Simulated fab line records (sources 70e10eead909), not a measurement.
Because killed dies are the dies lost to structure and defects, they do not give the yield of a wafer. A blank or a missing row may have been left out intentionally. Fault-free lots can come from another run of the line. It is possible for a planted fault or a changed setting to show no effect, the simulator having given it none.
fab line records	flow nandHarc
record: lots: 24	wafers: 72	lastDay: 24
route steps=1159 shown A_CONTACT@867
lots that met no fault: taken from a fault-free run of the same line
startH: the number of hours between the record's first day and the start of the first shown wafer of the lot	waitH: hours elapsed since this lot's preceding step	" identical to the entry in the row above	L1.1+2: a single row standing in for several wafers	- no value, or no start was given	* or withheld: withheld	< > ~ a bound
route shown NAME@n: names a module that has steps shown in the file, with the first one's number in the route	usual: mean and standard deviation over wafers with no fault	same: alike in all rows	chamber/n: place in a boat	sites: each site's reading	_std_site: standard deviation of those values	_edge_site: inner sites' mean taken away from outer sites' mean	radiusMm: for every site, how far away it sits from the centre of the wafer	mask NAME#n: copy n	behind: tool/chamber where the wafer was last shaped	hold: the reason the lot was held/the length of the hold in hours/how it ended	device: which transistor (n, p or np) failed to switch	end of line: tests of these same wafers at the route's end	a step with no rows: only its recipe	killed: dies that structure and defects cost at the first sort, which is not the same as the wafer's yield	map: dies across one wafer; x = killed, . = not, _ = none there
set.NAME: the setting as run; set.NAME@STEP: as run at that earlier step	model.NAME: the simulator's own value behind a step, which no gauge read
one table for each step of the route and one row for each wafer, over a sample of lots
services: from which hour (startH, from the record's first day; less than 0 if before it) a tool's chamber was out of use, for how many hours, and why
== steps ==
step: NHARC_A_CONTACT_ETCH_116
recipe: sourceW: withheld	pressureMtorr: 20	biasV: 3000	timeS: 94	targetDepthA: 9220	arFlowSccm: withheld	c4f8FlowSccm: withheld	o2FlowSccm: withheld	chemistry: C4F8/O2/Ar
lot.wafer	tool	chamber	startH	waitH	rfHoursCounterH
L074.4	harCapEtch-03	0	363.07	0.1	-
L074.6	"	1	"	"	-
L074.5	"	0	"	"	-
L076.2	harCapEtch-01	1	374.34	0.1	57
L076.1	"	0	"	"	57
L076.6	"	1	"	"	-
L075.2	harCapEtch-03	1	374.37	0.1	83
L075.4	"	0	"	"	-
L075.6	"	1	"	"	-
L077.1	harCapEtch-03	1	378.77	0.1	84
L077.2	"	0	"	"	84
L077.5	"	0	"	"	-
L079.1	harCapEtch-02	1	385.73	0.1	12
L079.3	"	1	"	"	-
L079.6	"	0	"	"	-
L080.2	harCapEtch-03	1	385.98	0.1	87
L080.3	"	0	"	"	-
L080.6	"	1	"	"	-
L078.2	harCapEtch-01	1	391.20	0.1	62
L078.3	"	0	"	"	-
L078.4	"	1	"	"	-
L081.2	harCapEtch-02	1	408.67	0.1	16
L081.3	"	1	"	"	-
L081.4	"	0	"	"	-
L082.1	harCapEtch-03	1	422.42	0.1	93
L082.6	"	0	"	"	-
L082.5	"	1	"	"	-
L083.1	harCapEtch-02	1	422.50	0.1	18
L083.2	"	0	"	"	18
L083.5	"	0	"	"	-
L084.3	harCapEtch-03	1	427.77	0.1	-
L084.6	"	1	"	"	-
L084.5	"	0	"	"	-
L086.1	harCapEtch-03	1	433.99	0.1	95
L086.2	"	0	"	"	95
L086.4	"	0	"	"	-
L087.1	harCapEtch-02	0	434.95	0.1	20
L087.4	"	0	"	"	-
L087.5	"	0	"	"	-
L088.2	harCapEtch-03	1	442.27	0.1	97
L088.4	"	1	"	"	-
L088.5	"	1	"	"	-
L085.1	harCapEtch-02	0	443.45	0.1	22
L085.4	"	1	"	"	-
L085.6	"	1	"	"	-
L090.1	harCapEtch-02	0	461.97	0.1	25
L090.3	"	1	"	"	-
L090.5	"	1	"	"	-
L089.1	harCapEtch-03	1	462.26	0.1	101
L089.4	"	0	"	"	-
L089.5	"	1	"	"	-
L091.4	harCapEtch-03	0	472.50	0.1	-
L091.5	"	1	"	"	-
L091.6	"	0	"	"	-
L092.2	harCapEtch-02	1	474.20	0.1	27
L092.3	"	1	"	"	-
L092.6	"	0	"	"	-
L094.2	harCapEtch-01	0	499.80	0.1	77
L094.3	"	0	"	"	-
L094.4	"	1	"	"	-
L095.2	harCapEtch-03	1	502.62	0.1	105
L095.1	"	0	"	"	105
L095.3	"	1	"	"	-
L093.1	harCapEtch-01	1	508.50	0.1	78
L093.3	"	0	"	"	-
L093.4	"	1	"	"	-
L096.2	harCapEtch-02	0	510.52	0.1	32
L096.5	"	1	"	"	-
L096.6	"	0	"	"	-
L097.1	harCapEtch-01	0	512.54	0.1	79
L097.3	"	0	"	"	-
L097.5	"	0	"	"	-
step: NHARC_A_CONTACT_ETCH_120
recipe: sourceW: withheld	pressureMtorr: 20	biasV: 3000	timeS: 94	targetDepthA: 9220	arFlowSccm: withheld	c4f8FlowSccm: withheld	o2FlowSccm: withheld	chemistry: C4F8/O2/Ar
lot.wafer	tool	chamber	startH	waitH	rfHoursCounterH
L074.4	harCapEtch-03	0	363.44	0.1	-
L074.6	"	1	"	"	-
L074.5	"	0	"	"	-
L076.2	harCapEtch-01	1	374.70	0.1	57
L076.1	"	0	"	"	57
L076.6	"	1	"	"	-
L075.2	harCapEtch-03	1	374.85	0.1	83
L075.4	"	0	"	"	-
L075.6	"	1	"	"	-
L077.1	harCapEtch-03	1	379.14	0.1	85
L077.2	"	0	"	"	85
L077.5	"	0	"	"	-
L079.1	harCapEtch-02	1	386.09	0.1	12
L079.3	"	1	"	"	-
L079.6	"	0	"	"	-
L080.2	harCapEtch-03	1	386.34	0.1	87
L080.3	"	0	"	"	-
L080.6	"	1	"	"	-
L078.2	harCapEtch-01	1	391.57	0.1	62
L078.3	"	0	"	"	-
L078.4	"	1	"	"	-
L081.2	harCapEtch-02	1	409.16	0.1	17
L081.3	"	1	"	"	-
L081.4	"	0	"	"	-
L082.1	harCapEtch-03	1	422.79	0.1	93
L082.6	"	0	"	"	-
L082.5	"	1	"	"	-
L083.1	harCapEtch-02	1	422.86	0.1	18
L083.2	"	0	"	"	18
L083.5	"	0	"	"	-
L084.3	harCapEtch-03	1	428.13	0.1	-
L084.6	"	1	"	"	-
L084.5	"	0	"	"	-
L086.1	harCapEtch-03	1	434.36	0.1	95
L086.2	"	0	"	"	95
L086.4	"	0	"	"	-
L087.1	harCapEtch-02	0	435.32	0.1	21
L087.4	"	0	"	"	-
L087.5	"	0	"	"	-
L088.2	harCapEtch-03	1	442.64	0.1	97
L088.4	"	1	"	"	-
L088.5	"	1	"	"	-
L085.1	harCapEtch-02	0	443.82	0.1	22
L085.4	"	1	"	"	-
L085.6	"	1	"	"	-
L090.1	harCapEtch-02	0	462.33	0.1	25
L090.3	"	1	"	"	-
L090.5	"	1	"	"	-
L089.1	harCapEtch-03	1	462.62	0.1	101
L089.4	"	0	"	"	-
L089.5	"	1	"	"	-
L091.4	harCapEtch-03	0	472.87	0.1	-
L091.5	"	1	"	"	-
L091.6	"	0	"	"	-
L092.2	harCapEtch-02	1	474.56	0.1	28
L092.3	"	1	"	"	-
L092.6	"	0	"	"	-
L094.2	harCapEtch-01	0	500.16	0.1	77
L094.3	"	0	"	"	-
L094.4	"	1	"	"	-
L095.2	harCapEtch-03	1	502.98	0.1	105
L095.1	"	0	"	"	105
L095.3	"	1	"	"	-
L093.1	harCapEtch-01	1	508.86	0.1	78
L093.3	"	0	"	"	-
L093.4	"	1	"	"	-
L096.2	harCapEtch-02	0	510.88	0.1	32
L096.5	"	1	"	"	-
L096.6	"	0	"	"	-
L097.1	harCapEtch-01	0	512.90	0.1	80
L097.3	"	0	"	"	-
L097.5	"	0	"	"	-
step: NHARC_A_CONTACT_CD_MEAS_53
usual: cdNm: 189.8/0.7
lot.wafer	tool	chamber	startH	waitH	cdNm
L074.4	cdSem-02	-	364.49	-	190.3
L074.5	"	-	"	"	190.2
L074.6	"	-	"	"	189.6
L076.1	cdSem-01	-	375.96	-	189.9
L076.2	"	-	"	"	189.7
L076.6	"	-	"	"	190.2
L075.2	cdSem-02	-	376.18	-	190.0
L075.4	"	-	"	"	189.9
L075.6	"	-	"	"	189.8
L077.1	cdSem-02	-	380.30	-	189.5
L077.2	"	-	"	"	189.1
L077.5	"	-	"	"	189.0
L079.1	cdSem-03	-	387.16	-	189.2
L079.3	"	-	"	"	190.2
L079.6	"	-	"	"	189.2
L080.2	cdSem-02	-	387.44	-	190.3
L080.3	"	-	"	"	190.1
L080.6	"	-	"	"	190.6
L078.2	cdSem-01	-	392.65	-	189.7
L078.3	"	-	"	"	189.4
L078.4	"	-	"	"	189.4
L081.2	cdSem-03	-	410.52	-	191.0
L081.3	"	-	"	"	190.7
L081.4	"	-	"	"	189.7
L082.1	cdSem-02	-	423.87	-	190.1
L082.5	"	-	"	"	190.3
L082.6	"	-	"	"	189.7
L083.1	cdSem-02	-	424.00	-	189.7
L083.2	"	-	"	"	189.9
L083.5	"	-	"	"	190.2
L084.3	cdSem-03	-	429.20	-	190.1
L084.5	"	-	"	"	189.8
L084.6	"	-	"	"	190.0
L086.1	cdSem-03	-	435.46	-	190.1
L086.2	"	-	"	"	190.2
L086.4	"	-	"	"	189.8
L087.1	cdSem-01	-	436.39	-	190.2
L087.4	"	-	"	"	190.2
L087.5	"	-	"	"	190.1
L088.2	cdSem-02	-	443.75	-	190.6
L088.4	"	-	"	"	190.5
L088.5	"	-	"	"	191.0
L085.1	cdSem-02	-	444.92	-	190.1
L085.4	"	-	"	"	189.9
L085.6	"	-	"	"	190.4
L090.1	cdSem-01	-	463.43	-	189.7
L090.3	"	-	"	"	189.7
L090.5	"	-	"	"	190.2
L089.1	cdSem-01	-	463.71	-	190.4
L089.4	"	-	"	"	190.2
L089.5	"	-	"	"	190.7
L091.4	cdSem-01	-	473.93	-	187.8
L091.5	"	-	"	"	187.5
L091.6	"	-	"	"	187.4
L092.2	cdSem-02	-	475.67	-	189.6
L092.3	"	-	"	"	189.5
L092.6	"	-	"	"	189.7
L094.2	cdSem-01	-	501.32	-	187.8
L094.3	"	-	"	"	189.0
L094.4	"	-	"	"	188.1
L095.1	cdSem-02	-	504.12	-	189.3
L095.2	"	-	"	"	189.5
L095.3	"	-	"	"	189.4
L093.1	cdSem-01	-	509.95	-	190.0
L093.3	"	-	"	"	189.8
L093.4	"	-	"	"	189.4
L096.2	cdSem-03	-	512.13	-	189.6
L096.5	"	-	"	"	190.2
L096.6	"	-	"	"	189.7
L097.1	cdSem-03	-	514.00	-	190.4
L097.3	"	-	"	"	190.1
L097.5	"	-	"	"	190.4
step: NHARC_A_CONTACT_DEP_58
recipe: targetThkA: 600	targetThkNm: 60	tempC: 400	pressureTorr: 3.5	flowSccm: 200	rfW: 350	material: SiON
usual: heaterPowerW: 762/110	showerheadVppV: 1146/67
lot.wafer	tool	chamber	startH	waitH	heaterPowerW	showerheadVppV
L074.4	pecvd-01	0	367.30	0.7	789	1254
L074.6	"	1	"	"	617	1138
L074.5	"	2	"	"	651	1069
L076.2	pecvd-03	1	379.30	1.6	874	1207
L076.1	"	2	"	"	792	1080
L076.6	"	1	"	"	895	1184
L075.2	pecvd-01	2	379.30	1.4	719	1089
L075.6	"	2	"	"	721	1092
L075.4	"	1	"	"	628	1124
L077.1	pecvd-03	2	386.73	1.7	768	1070
L077.2	"	0	"	"	705	1107
L077.5	"	1	"	"	773	1220
L079.1	pecvd-01	2	392.07	1.4	691	1075
L079.3	"	0	"	"	908	1253
L079.6	"	2	"	"	658	1085
L080.3	pecvd-04	0	392.52	0.9	869	1229
L080.2	"	1	"	"	753	1184
L080.6	"	2	"	"	763	1089
L078.2	pecvd-01	1	395.85	1.2	641	1131
L078.3	"	2	"	"	752	1107
L078.4	"	0	"	"	915	1248
L081.2	pecvd-04	2	415.22	1.2	864	1055
L081.3	"	0	"	"	903	1221
L081.4	"	0	"	"	895	1214
L082.1	pecvd-03	1	426.77	1.5	844	1206
L082.5	"	2	"	"	680	1058
L082.6	"	1	"	"	851	1207
L083.2	pecvd-03	0	428.05	1.2	665	1099
L083.1	"	1	"	"	893	1208
L083.5	"	0	"	"	665	1092
L084.3	pecvd-03	1	431.96	0.9	889	1189
L084.6	"	2	"	"	763	1071
L084.5	"	0	"	"	728	1114
L086.1	pecvd-04	1	439.93	1.5	656	1184
L086.2	"	2	"	"	844	1051
L086.4	"	2	"	"	858	1072
L087.1	pecvd-04	2	441.30	1.5	748	1058
L087.5	"	1	"	"	702	1201
L087.4	"	2	"	"	751	1074
L088.2	pecvd-01	1	446.48	1.2	649	1148
L088.5	"	0	"	"	874	1241
L088.4	"	1	"	"	650	1147
L085.1	pecvd-01	1	447.81	1.5	679	1135
L085.6	"	1	"	"	684	1158
L085.4	"	0	"	"	961	1264
L090.3	pecvd-04	0	467.39	0.9	968	1222
L090.1	"	1	"	"	712	1191
L090.5	"	1	"	"	727	1198
L089.1	pecvd-01	2	467.50	1.5	644	1082
L089.5	"	1	"	"	610	1117
L089.4	"	2	"	"	653	1084
L091.6	pecvd-01	0	477.02	0.1	964	1215
L091.4	"	1	"	"	581	1111
L091.5	"	2	"	"	597	1080
L092.3	pecvd-01	2	478.67	0.9	689	1077
L092.2	"	0	"	"	864	1237
L092.6	"	1	"	"	597	1137
L094.2	pecvd-03	1	504.15	1.2	781	1199
L094.3	"	0	"	"	654	1087
L094.4	"	0	"	"	663	1090
L095.2	pecvd-03	1	506.98	1.2	879	1200
L095.3	"	2	"	"	681	1066
L095.1	"	0	"	"	729	1103
L093.1	pecvd-01	1	512.81	1.5	644	1127
L093.3	"	2	"	"	675	1099
L093.4	"	1	"	"	652	1130
L096.2	pecvd-01	2	515.71	1.2	704	1099
L096.5	"	2	"	"	700	1104
L096.6	"	0	"	"	909	1250
L097.1	pecvd-03	2	519.26	1.5	720	1057
L097.3	"	0	"	"	754	1095
L097.5	"	1	"	"	774	1218
step: NHARC_A_CONTACT_ETCH_78
recipe: targetDepthA: 28000	overEtchFrac: 0.3	timeS: 728	ionEnergyEv: 150	o2FlowSccm: 400	cosFlowSccm: 20	arFlowSccm: 0	rfW: 500	biasW: 300	chemistry: O2/COS
usual: drypumpMotorCurrentA: 5.81/0.28	oesProductAu: 1.000/0.0082	rfVppV: 314.9/2	showerheadPlenumPTorr: 3.18/0.12	throttleValvePct: 28.330/0.0084
same: overEtchFrac: 0.3
lot.wafer	tool	chamber	startH	waitH	drypumpMotorCurrentA	oesProductAu	rfHoursCounterH	rfVppV	showerheadPlenumPTorr	throttleValvePct
L074.4	rieDiel-03	3	-	-	6.07	0.988	58	315.2	3.19	28.326
L074.6	"	0	"	"	5.48	0.986	-	315.9	3.16	28.325
L074.5	"	1	"	"	5.77	0.986	-	315.2	3.31	28.341
L075.4	rieDiel-10	3	-	-	5.90	1.007	4	316.4	3.31	28.341
L075.2	"	1	"	"	5.67	1.007	4	314.2	3.11	28.320
L075.6	"	2	"	"	6.02	1.008	-	316.0	3.22	28.331
L076.2	rieDiel-07	1	-	-	5.64	0.992	51	312.1	2.92	28.320
L076.1	"	2	"	"	6.02	1.007	47	310.5	2.96	28.323
L076.6	"	0	"	"	6.30	1.003	-	318.3	3.35	28.335
L077.2	rieDiel-10	1	-	-	5.65	0.995	5	312.8	3.10	28.324
L077.1	"	0	"	"	5.32	0.991	5	316.4	3.28	28.326
L077.5	"	2	"	"	6.04	0.998	-	314.9	3.21	28.325
L079.1	rieDiel-07	3	-	-	5.74	0.994	49	315.9	3.18	28.327
L079.3	"	1	"	"	5.61	0.983	56	310.8	2.92	28.330
L079.6	"	2	"	"	6.04	1.004	-	311.6	2.95	28.329
L080.3	rieDiel-10	2	-	-	6.03	1.001	7	315.6	3.21	28.334
L080.2	"	3	"	"	5.91	0.994	7	316.6	3.31	28.348
L080.6	"	1	"	"	5.63	1.003	-	315.2	3.10	28.322
L078.4	rieDiel-10	3	-	-	5.90	0.993	8	315.6	3.31	28.326
L078.3	"	0	"	"	5.33	0.996	9	316.7	3.28	28.342
L078.2	"	2	"	"	6.00	1.014	9	314.7	3.21	28.308
L081.2	rieDiel-10	0	-	-	5.30	1.000	12	316.5	3.28	28.347
L081.4	"	1	"	"	5.63	1.011	13	313.6	3.10	28.325
L081.3	"	2	"	"	6.12	1.006	12	316.1	3.21	28.329
L082.1	rieDiel-10	1	-	-	5.63	1.012	14	314.0	3.10	28.334
L082.6	"	1	"	"	5.63	1.012	-	313.1	3.10	28.337
L082.5	"	2	"	"	6.01	0.997	-	313.7	3.21	28.332
L083.1	rieDiel-07	0	-	-	6.31	0.981	4	318.3	3.34	28.322
L083.2	"	3	"	"	5.65	0.992	5	315.3	3.17	28.326
L083.5	"	1	"	"	5.59	0.993	-	310.0	2.92	28.329
L084.3	rieDiel-10	2	-	-	6.03	1.006	15	317.2	3.21	28.346
L084.6	"	2	"	"	6.05	0.999	-	314.2	3.21	28.330
L084.5	"	3	"	"	5.91	1.008	-	315.9	3.30	28.332
L086.4	rieDiel-03	3	-	-	6.06	1.004	14	315.3	3.18	28.344
L086.1	"	0	"	"	5.50	0.996	12	313.5	3.15	28.327
L086.2	"	1	"	"	5.76	1.000	11	316.3	3.30	28.337
L087.4	rieDiel-03	3	-	-	6.06	1.009	17	314.2	3.18	28.324
L087.1	"	0	"	"	5.48	0.998	13	314.4	3.15	28.322
L087.5	"	3	"	"	6.06	0.999	-	315.0	3.18	28.326
L088.2	rieDiel-07	3	-	-	5.69	0.993	13	314.7	3.17	28.331
L088.4	"	2	"	"	6.06	1.008	-	310.6	2.95	28.326
L088.5	"	0	"	"	6.34	1.005	-	316.4	3.33	28.324
L085.4	rieDiel-07	2	-	-	6.05	1.007	15	310.6	2.95	28.327
L085.1	"	1	"	"	5.58	1.015	8	312.1	2.91	28.329
L085.6	"	3	"	"	5.71	1.003	-	313.6	3.17	28.357
L090.1	rieDiel-07	0	-	-	6.26	0.996	21	317.7	3.33	28.325
L090.3	"	1	"	"	5.55	0.990	14	310.7	2.91	28.333
L090.5	"	0	"	"	6.34	0.989	-	318.1	3.33	28.336
L089.4	rieDiel-10	2	-	-	6.05	1.007	23	314.7	3.20	28.331
L089.1	"	3	"	"	5.91	1.000	22	317.4	3.30	28.318
L089.5	"	2	"	"	6.07	0.995	-	316.0	3.20	28.320
L091.4	rieDiel-10	1	-	-	5.63	1.009	27	314.1	3.09	28.339
L091.6	"	1	"	"	5.64	1.002	-	313.4	3.09	28.336
L091.5	"	2	"	"	6.07	1.001	-	313.5	3.20	28.332
L092.3	rieDiel-10	3	-	-	5.87	1.001	25	316.0	3.30	28.346
L092.2	"	0	"	"	5.31	1.002	26	316.9	3.27	28.340
L092.6	"	2	"	"	6.05	1.015	-	315.2	3.20	28.327
L094.3	rieDiel-10	0	-	-	5.29	0.992	29	315.9	3.27	28.327
L094.2	"	1	"	"	5.64	1.008	31	313.1	3.09	28.328
L094.4	"	2	"	"	6.10	0.997	28	316.0	3.20	28.325
L095.3	rieDiel-10	1	-	-	5.65	1.011	32	312.9	3.09	28.326
L095.2	"	2	"	"	6.06	1.015	29	314.8	3.20	28.342
L095.1	"	0	"	"	5.33	0.992	30	317.3	3.27	28.347
L093.3	rieDiel-10	0	-	-	5.29	0.996	31	316.4	3.27	28.325
L093.4	"	1	"	"	5.66	1.007	34	314.3	3.09	28.327
L093.1	"	2	"	"	6.10	1.007	31	315.7	3.20	28.339
L096.2	rieDiel-07	0	-	-	6.27	0.990	41	316.3	3.32	28.317
L096.5	"	1	"	"	5.60	0.997	-	309.3	2.90	28.332
L096.6	"	2	"	"	6.05	1.007	-	310.8	2.93	28.325
L097.1	rieDiel-10	2	-	-	6.05	1.012	32	314.8	3.20	28.330
L097.3	"	0	"	"	5.32	1.009	32	316.2	3.27	28.319
L097.5	"	2	"	"	6.08	1.003	-	315.3	3.20	28.334
step: NHARC_A_CONTACT_ETCH_106
recipe: targetDepthA: 600	overetchA: 60	timeS: 33	ionEnergyEv: 100	cf4FlowSccm: 80	o2FlowSccm: 20	arFlowSccm: 0	rfW: 300	biasW: 100	chemistry: CF4/O2
usual: cf4FlowSccm: 79.99/0.24	drypumpMotorCurrentA: 5.75/0.27	oesProductAu: 0.999/0.0074	rfVppV: 198.2/1.4	showerheadPlenumPTorr: 1.36/0.054	throttleValvePct: 13.398/0.0083
lot.wafer	tool	chamber	startH	waitH	cf4FlowSccm	drypumpMotorCurrentA	oesProductAu	rfHoursCounterH	rfVppV	showerheadPlenumPTorr	throttleValvePct
L074.4	rieDiel-07	0	371.70	0.1	80.20	6.30	0.999	42	199.0	1.44	13.394
L074.5	"	3	"	"	79.53	5.70	1.012	-	196.5	1.36	13.383
L074.6	"	0	"	"	80.01	6.23	0.998	-	199.3	1.44	13.389
L075.2	rieDiel-10	0	384.18	0.1	79.83	5.29	0.989	4	198.5	1.41	13.400
L075.4	"	3	"	"	79.93	5.86	0.999	4	199.7	1.42	13.385
L075.6	"	0	"	"	80.32	5.30	0.994	-	198.8	1.41	13.407
L076.1	rieDiel-07	3	384.61	0.5	80.03	5.67	1.001	45	197.3	1.36	13.416
L076.2	"	1	"	"	80.23	5.57	0.988	52	195.8	1.25	13.404
L076.6	"	3	"	"	80.13	5.69	0.998	-	198.7	1.36	13.395
L077.1	rieDiel-03	0	391.73	0.1	79.77	5.47	0.984	65	196.4	1.35	13.400
L077.2	"	1	"	"	80.26	5.76	0.993	68	198.8	1.42	13.399
L077.5	"	3	"	"	79.95	6.04	1.009	-	197.5	1.36	13.389
L080.2	rieDiel-10	2	397.44	0.1	79.86	6.03	0.999	9	199.7	1.37	13.397
L080.3	"	3	"	"	80.09	5.87	0.991	8	198.3	1.42	13.392
L080.6	"	0	"	"	79.88	5.32	0.993	-	198.6	1.41	13.391
L079.3	rieDiel-10	0	397.98	0.5	80.20	5.30	0.995	9	198.9	1.41	13.399
L079.1	"	3	"	"	80.20	5.88	0.992	9	198.8	1.42	13.398
L079.6	"	0	"	"	79.52	5.30	0.997	-	200.3	1.41	13.397
L078.2	rieDiel-10	0	400.79	0.1	80.03	5.30	1.003	9	199.2	1.41	13.407
L078.4	"	1	"	"	79.82	5.62	1.003	10	197.1	1.33	13.403
L078.3	"	2	"	"	79.97	6.00	1.009	10	197.4	1.37	13.399
L081.4	rieDiel-07	2	419.71	0.1	79.65	6.02	1.000	1	195.4	1.26	13.411
L081.2	"	3	"	"	80.33	5.74	1.003	1	199.0	1.36	13.402
L081.3	"	0	"	"	80.03	6.20	0.981	1	201.3	1.43	13.390
L082.1	rieDiel-10	1	431.20	0.1	80.07	5.61	1.010	15	197.6	1.33	13.397
L082.5	"	2	"	"	80.09	6.05	1.007	-	198.8	1.37	13.403
L082.6	"	3	"	"	79.90	5.88	0.997	-	201.3	1.42	13.411
L083.2	rieDiel-10	0	432.86	0.1	79.76	5.32	0.989	15	200.4	1.40	13.404
L083.1	"	1	"	"	80.26	5.61	1.008	15	198.2	1.33	13.390
L083.5	"	0	"	"	79.85	5.32	0.994	-	197.5	1.40	13.409
L084.3	rieDiel-03	0	437.11	0.1	79.59	5.47	1.006	11	198.5	1.35	13.385
L084.6	"	2	"	"	80.14	5.73	1.003	-	197.4	1.35	13.390
L084.5	"	3	"	"	79.56	6.05	0.997	-	198.7	1.36	13.385
L086.4	rieDiel-10	2	444.90	0.0	80.24	6.02	1.003	18	200.0	1.37	13.408
L086.1	"	3	"	"	79.89	5.86	0.997	17	198.1	1.41	13.374
L086.2	"	1	"	"	80.45	5.66	1.006	19	198.6	1.32	13.396
L087.4	rieDiel-10	3	447.20	0.1	79.75	5.92	1.001	18	200.7	1.41	13.394
L087.1	"	0	"	"	80.00	5.30	0.986	19	199.8	1.40	13.400
L087.5	"	1	"	"	80.02	5.61	1.000	-	198.0	1.32	13.399
L088.2	rieDiel-10	0	451.30	0.0	79.96	5.30	0.991	20	199.1	1.40	13.401
L088.4	"	1	"	"	80.06	5.65	1.009	21	199.1	1.32	13.410
L088.5	"	1	"	"	80.13	5.63	1.014	-	198.0	1.32	13.394
L085.4	rieDiel-10	1	452.41	0.1	79.71	5.64	1.013	21	197.1	1.32	13.400
L085.1	"	0	"	"	79.94	5.32	0.991	20	198.0	1.40	13.399
L085.6	"	2	"	"	80.03	6.05	1.001	-	198.1	1.37	13.399
L089.1	rieDiel-03	3	472.07	0.1	80.18	6.06	0.994	23	197.6	1.36	13.388
L089.4	"	0	"	"	80.32	5.45	0.999	24	197.2	1.35	13.396
L089.5	"	3	"	"	79.70	6.05	1.008	-	197.9	1.36	13.390
L090.1	rieDiel-07	1	472.44	0.1	80.01	5.58	0.988	15	195.4	1.24	13.397
L090.3	"	2	"	"	79.90	6.04	0.999	21	194.5	1.26	13.400
L090.5	"	2	"	"	79.48	6.03	0.991	-	195.1	1.25	13.394
L091.4	rieDiel-03	1	481.47	0.1	80.32	5.81	0.989	27	201.2	1.41	13.410
L091.6	"	0	"	"	80.17	5.46	1.006	-	198.5	1.34	13.409
L091.5	"	1	"	"	79.94	5.80	0.999	-	200.6	1.41	13.402
L092.3	rieDiel-03	3	483.13	0.1	80.10	6.03	1.004	26	196.8	1.36	13.404
L092.2	"	1	"	"	79.59	5.75	1.002	28	197.3	1.41	13.397
L092.6	"	3	"	"	79.99	6.04	1.005	-	197.8	1.36	13.396
L094.3	rieDiel-10	0	508.95	0.0	79.93	5.31	0.985	30	198.9	1.40	13.390
L094.2	"	2	"	"	79.95	6.05	1.000	29	197.1	1.37	13.396
L094.4	"	3	"	"	79.70	5.90	0.997	29	198.8	1.41	13.387
L095.3	rieDiel-03	2	511.83	0.1	80.07	5.72	1.006	38	197.1	1.34	13.386
L095.2	"	3	"	"	80.05	6.06	1.014	37	198.9	1.35	13.403
L095.1	"	0	"	"	80.13	5.48	0.996	38	197.2	1.34	13.400
L093.4	rieDiel-07	0	517.75	0.1	79.78	6.33	0.985	41	200.7	1.42	13.390
L093.3	"	1	"	"	80.01	5.55	0.997	35	194.8	1.24	13.401
L093.1	"	2	"	"	79.98	6.03	0.989	40	197.0	1.25	13.392
L096.2	rieDiel-10	3	520.64	0.0	80.01	5.91	1.000	31	199.6	1.41	13.398
L096.6	"	3	"	"	80.11	5.90	1.001	-	199.7	1.41	13.387
L096.5	"	0	"	"	80.25	5.31	0.988	-	198.9	1.40	13.411
L097.1	rieDiel-07	1	524.38	0.1	80.21	5.59	1.002	37	195.0	1.24	13.408
L097.3	"	2	"	"	79.80	6.03	0.991	42	195.3	1.25	13.394
L097.5	"	3	"	"	80.23	5.66	0.997	-	197.3	1.35	13.412
== services ==
tool	chamber	startH	hours	kind
rieDiel-07	-	349.49	0.6	repair
rieDiel-10	-	353.58	9.0	pm
rieDiel-10	0	353.58	9.0	ventCycle
rieDiel-10	1	353.58	9.0	ventCycle
rieDiel-10	2	353.58	9.0	ventCycle
rieDiel-10	3	353.58	9.0	ventCycle
pecvd-04	0	354.95	16.5	repair
rieDiel-10	0	362.58	-	clean
rieDiel-10	1	362.58	-	clean
rieDiel-10	2	362.58	-	clean
rieDiel-10	3	362.58	-	clean
rieDiel-07	2	373.39	6.5	repair
pecvd-04	-	376.22	13.0	pm
rieDiel-03	-	392.30	9.0	pm
rieDiel-07	-	405.37	9.0	pm
pecvd-01	-	418.05	13.0	pm
rieDiel-03	0	424.32	3.2	repair
rieDiel-07	3	433.76	4.1	repair
rieDiel-03	3	446.94	8.8	repair
rieDiel-07	3	473.35	6.6	repair
pecvd-03	-	473.39	13.0	pm
rieDiel-10	2	490.97	14.2	repair
pecvd-04	0	517.96	4.8	repair
rieDiel-07	0	521.92	3.5	repair
== key ==
fault none
